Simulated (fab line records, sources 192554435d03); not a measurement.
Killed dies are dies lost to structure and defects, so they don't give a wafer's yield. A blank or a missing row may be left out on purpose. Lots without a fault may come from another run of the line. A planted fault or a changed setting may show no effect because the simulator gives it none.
Chamber matching | flow n5_finfet | N5_MOL_CONTACT_COAG_CO_FILL_22 on cvd_co-02: 3 sister chambers
The step material Co, precursor CCTBA/H2, target thk 20 nm. 6 wafers are shown with their chamber, then 9 later ones without.

WAFERS WITH THEIR CHAMBER
wafer  | chamber | heater_power_outer_w (W) | heater_power_w (W)
L088.4 | 1       | 117                      | 246
L089.2 | 1       | 119                      | 246
L089.6 | 2       | 122                      | 244
L091.1 | 0       | 138                      | 266
L091.2 | 2       | 124                      | 229
L091.6 | 0       | 138                      | 260

WAFERS WITHOUT THEIR CHAMBER
wafer  | heater_power_outer_w (W) | heater_power_w (W)
L094.1 | 123                      | 237
L094.2 | 138                      | 263
L094.4 | 135                      | 260
L096.1 | 128                      | 242
L096.2 | 122                      | 246
L096.3 | 133                      | 264
L097.1 | 122                      | 242
L097.2 | 138                      | 269
L097.6 | 124                      | 239

WHICH CHAMBER EACH WENT THROUGH
wafer  | from the rows above     | in truth
L094.1 | 2                       | 2
L094.2 | 0                       | 0
L094.4 | 0                       | 0
L096.1 | 2                       | 2
L096.2 | can't be placed: 2 or 1 | 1
L096.3 | 0                       | 0
L097.1 | 2                       | 2
L097.2 | 0                       | 0
L097.6 | 2                       | 2
Placed correctly: 8 of 9. Can't be placed from these rows: 1 (the true chamber is among the candidates in 1). Placed wrongly: 0.
How it was worked out, from the rows above alone: a wafer's distance from a chamber is the root of the sum, over the readings, of the square of ((its reading less the chamber's mean) divided by the reading's scatter). The wafer belongs to the nearest chamber; if the next one is less than 2 further off, it can't be placed. A chamber's mean is the mean of its shown wafers. The scatter: the root of (the sum of the squares of (reading less its chamber's mean) over the shown wafers, divided by (wafers less chambers)).
